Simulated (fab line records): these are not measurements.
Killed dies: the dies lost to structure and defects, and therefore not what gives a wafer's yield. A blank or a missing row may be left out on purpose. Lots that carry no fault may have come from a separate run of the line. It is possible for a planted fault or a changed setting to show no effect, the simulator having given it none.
8D (eight disciplines) problem report, filled in by code :: flow n5_finfet :: the parts of the form that need people (team, actions taken, sign-off) are left out

## 1. THE ISSUE
VT_P_LONG at N5_BEOL_M4_RC_MEAS_101 reads a mean of -292.5 mV on 6 wafers of 2 lots; wafers without a fault read -275.2 mV with a standard deviation of 2.8. That is -6.2 standard deviations from the usual mean.
First seen on wafer L733.1, day 12 22:44, on prober-01. At this step, 33 wafers from 11 lots have a number in the record. Rule for "out", or "out of limits": more than 4 standard deviations from the usual mean. The rest of the wafers with a number are treated as sound.

## 2. WHAT IT IS, WHAT IT ISN'T
question: which readings at this step
is: VT_P_LONG
is not: DIBL_P, ION_N, SS_P

question: which lots
is: L733, L736
is not: L714, L715, L717, L719, L721, L723, L724, L726, L730

question: which wafers of those lots
is: all that have a number
is not: -

question: read on which gauges
is: prober-01
is not: prober-02

question: when
is: from day 12 22:44
is not: up to then (27 sound wafers)

## 3. WHAT RULES OUT EACH SUSPECT
Counting: a tool at a process step up to the reading stays a suspect if it ran every lot that is out and no sound lot after the first of them.
- the gauge at N5_BEOL_M4_RC_MEAS_101: kept. All the wafers that are out were read on prober-01, and no step on other tools shows them out.
- rtp_anneal-01 at N5_HKMG_FIN_RTA_80 (time 2 s): kept. All lots that are out passed through it, beginning with L733 at day 8 21:21, and no sound lot followed; its final sound lot before that point was L730 at day 8 05:46.
- pvd_sputter-02 at N5_BEOL_M4_ANNEAL_82 (time 240 s): kept. All lots that are out passed through it, beginning with L733 at day 12 19:27, and no sound lot followed; its final sound lot before that point was L726 at day 11 18:22.
- pvd_sputter-02 at N5_BEOL_M4_ANNEAL_89 (time 240 s): kept. All lots that are out passed through it, beginning with L733 at day 12 19:53, and no sound lot followed; its final sound lot before that point was L726 at day 11 18:48.
Left after counting: rtp_anneal-01 at N5_HKMG_FIN_RTA_80, pvd_sputter-02 at N5_BEOL_M4_ANNEAL_82, pvd_sputter-02 at N5_BEOL_M4_ANNEAL_89, prober-01 at N5_BEOL_M4_RC_MEAS_101.

## 4. THE CAUSE (what the simulator had put in)
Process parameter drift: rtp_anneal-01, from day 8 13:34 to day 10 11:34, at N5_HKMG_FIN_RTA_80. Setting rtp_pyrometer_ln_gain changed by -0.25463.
Counting left 4 suspects, and this tool is among them.

## 5. THE CHAIN OF EFFECTS, in route order
Rows list readings where the struck wafers' mean (over those with a number) sits beyond 3 standard deviations from the usual. Scope: only readings with a usual standard deviation given in the record; hours: median across lots of the time from each lot's start at the first step in this table that gives one to its start at this step; sigmas: change in usual standard deviations.
hours: 0
step: N5_BEOL_M4_RC_MEAS_101
reading: ION_P
usual: 461 uA/um
on struck wafers: 434
change: -27
sigmas: -3.1

hours: 0
step: N5_BEOL_M4_RC_MEAS_101
reading: VT_N_LVT
usual: 99 mV
on struck wafers: 78
change: -21
sigmas: -4.5

hours: 0
step: N5_BEOL_M4_RC_MEAS_101
reading: VT_P
usual: -250 mV
on struck wafers: -266
change: -16
sigmas: -4.0

hours: 0
step: N5_BEOL_M4_RC_MEAS_101
reading: VT_P_LONG
usual: -275.2 mV
on struck wafers: -292.5
change: -17.3
sigmas: -6.2

hours: 104
step: N5_PASSIVATION_PROBE_49
reading: sort_bin_4_leakage
usual: 0.00 %
on struck wafers: 0.10
change: +0.10
sigmas: +3.1

hours: 104
step: N5_PASSIVATION_PROBE_49
reading: sort_bin_8_speed
usual: 0.2 %
on struck wafers: 26.3
change: +26.1
sigmas: +20

hours: 104
step: N5_PASSIVATION_PROBE_49
reading: sort_n_pass
usual: 1080
on struck wafers: 787
change: -293
sigmas: -13
Its process steps:
- N5_PASSIVATION_PROBE_49
At these later measuring or inspecting steps, every struck wafer for which the step has a row has a number for every such reading, and none has moved that far: N5_BEOL_M5_THK_MEAS_01.

## 6. HOW IT WOULD HAVE BEEN CAUGHT EARLIER
In this record the first reading out of limits at a measuring or inspecting step was taken at day 12 22:44, 105 hours after the fault began at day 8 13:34.
All the lots that are out (2) had begun N5_HKMG_FIN_RTA_80 on rtp_anneal-01 by day 12 22:44. Had the tool been put on hold then, not one of them would have been saved.
